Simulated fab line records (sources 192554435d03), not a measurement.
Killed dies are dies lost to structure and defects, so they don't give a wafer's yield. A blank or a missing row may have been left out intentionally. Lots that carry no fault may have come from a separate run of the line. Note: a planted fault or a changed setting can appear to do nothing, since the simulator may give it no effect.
Struck lot and sound lot, side by side | flow n5Finfet | 20 out of 1938 route steps
Sound: wafers L121.1, L121.2, L121.3. Wafers struck: L119.1, L119.5, L119.6. The cause is named last.
Each step with rows lists, per side, the tool, then ch with its chambers, then its first start. Under that, the readings that differ: sound wafers | struck wafers | difference of the means | sigmas: that difference in standard deviations of wafers without a fault.
alike: readings whose means differ by less than 2 such deviations, and words and numbers that are the same on both sides. not compared: withheld readings, readings that some wafer has no value for, bounds like >300 that may hide the same value, and numbers for which the record gives no deviation and whose values overlap.
A row with sigmas, a row that says differs or no value, or rows on one side alone: a step with any of these is where the two part. Numbers that have no deviation but don't overlap get no sigmas and don't part them. A reading missing from all wafers of one side parts the sides only when that side holds two or more wafers.

first, 8 steps without rows for these wafers: N5_BEOL_M6_COAT_59 (time 60 s, resist thk 100 nm); N5_BEOL_M6_COAT_60 (time 60 s, resist thk 35 nm); N5_BEOL_M6_COAT_05 (resist thk 90 nm); N5_BEOL_M6_EBR_07; N5_BEOL_M6_SOFTBAKE_06 (time 60 s); N5_BEOL_M6_EXPOSE_08 (exposes mask M6); N5_BEOL_M6_PEB_09 (peb time 60 s); N5_BEOL_M6_DEVELOP_10 (develop time 30 s).
N5_BEOL_M6_CD_MEAS_11 targets a cd of 38.5 nm.
  sound on cdSem-03 ch 0, day 11 21:14; struck on cdSem-03 ch 0, day 11 21:04
  alike: cdNm
N5_BEOL_M6_OVL_MEAS_12:
  sound on overlay-02 ch 0, day 11 21:16; struck on overlay-01 ch 0, day 11 21:06
  alike: M6_OVL
N5_BEOL_M6_INSPECT_13: inspects for defects (brightfield).
  sound on defectInspect-01 at day 11 21:17; struck on defectInspect-01 at day 11 21:07
  alike: rawDefectCount
N5_BEOL_M6_DESCUM_16: chemistry O2, time 7.9 s.
  sound on rieDiel-06 ch 1,2,3, day 11 21:19; struck on rieDiel-04 ch 0,1,2, day 11 21:10
  alike: drypumpMotorCurrentA, oesProductAu, rfVppV, showerheadPlenumPTorr, throttleValvePct
  not compared: rfHoursCounterH
N5_BEOL_M6_ETCH_61: etches SiARC in CF4, target depth 45.5 nm, time 75.8 s.
  sound on rieDiel-06 ch 1,2,3, day 11 21:22; struck on rieDiel-04 ch 0,1,2, day 11 21:11
  no value came back on the struck wafers for any of 9 readings (biasW (W), cf4FlowSccm (sccm) and others); on the sound wafers biasW (W) reads 35.96 35.84 35.92
reading                                     | sound        | struck         | difference | sigmas
model.CAR-ArF_of_BEOL_M6_COAT_05.thkNm (nm) | 51 50.8 50.8 | 83.4 83.4 83.4 | +32.5      | 
N5_BEOL_M6_ETCH_62: etches SOC in N2/H2, target depth 110 nm, overetch 22 nm, time 165 s.
  sound on rieDiel-06 ch 1,2,3, day 11 21:25; struck on rieDiel-04 ch 0,1,2, day 11 21:15
reading             | sound          | struck         | difference | sigmas
oesProductAu (a.u.) | 0.73 0.73 0.60 | 0.27 0.26 0.30 | -0.41      | -7
  alike: biasW, chamberPressureMTorr, drypumpMotorCurrentA, rfVppV, showerheadPlenumPTorr, throttleValvePct
  not compared: rfHoursCounterH
then, 1 step without rows for these wafers: N5_BEOL_M6_STRIP_68 (strips in N2/H2).
N5_BEOL_M6_STRIP_67: strips in CF4.
  sound on rieDiel-06 ch 1,2,3, day 11 21:34; struck on rieDiel-04 ch 0,1,2, day 11 21:23
  alike: drypumpMotorCurrentA, oesProductAu, rfVppV, showerheadPlenumPTorr, throttleValvePct
  not compared: rfHoursCounterH
N5_BEOL_M6_HM_OPEN_17: chemistry Cl2/BCl3, target TiN, target depth 20 nm, overetch 6 nm.
  sound on rieMetal-02 ch 0,1, day 11 21:36; struck on rieMetal-02 ch 0,1, day 11 21:26
reading              | sound             | struck            | difference | sigmas
oesProductAu (a.u.)  | 0.64 0.74 0.74    | 0.32 0.33 0.28    | -0.40      | -9
throttleValvePct (%) | 21.85 22.16 22.17 | 22.81 22.81 22.50 | +0.65      | +4
  alike: drypumpMotorCurrentA
  not compared: rfHoursCounterH
N5_BEOL_M6_STRIP_19: strips in O2.
  sound on rieDiel-06 ch 1,2,3, day 11 21:52; struck on rieDiel-05 ch 0,2,3, day 11 21:33
  alike: drypumpMotorCurrentA, oesProductAu, rfVppV, showerheadPlenumPTorr, throttleValvePct
  not compared: rfHoursCounterH
N5_BEOL_M6_CD_MEAS_18: pitch 80 nm, target cd 40 nm.
  sound on cdSem-03 at day 11 21:56; struck on cdSem-01 at day 11 21:37
reading   | sound          | struck | difference                    | sigmas
cdNm (nm) | 39.2 39.5 39.5 | - - -  | no value on the struck wafers | 
then, 1 step without rows for these wafers: N5_BEOL_M6_COAT_63 (time 60 s, resist thk 60 nm).

## WHERE THEY PART
Earliest at N5_BEOL_M6_ETCH_61; latest, in this record, at N5_BEOL_M6_CD_MEAS_18.

WHY: what the simulator had put in
Entire step skipped (rieDiel-04, N5_BEOL_M6_ETCH_61), from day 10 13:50 onward. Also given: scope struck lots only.
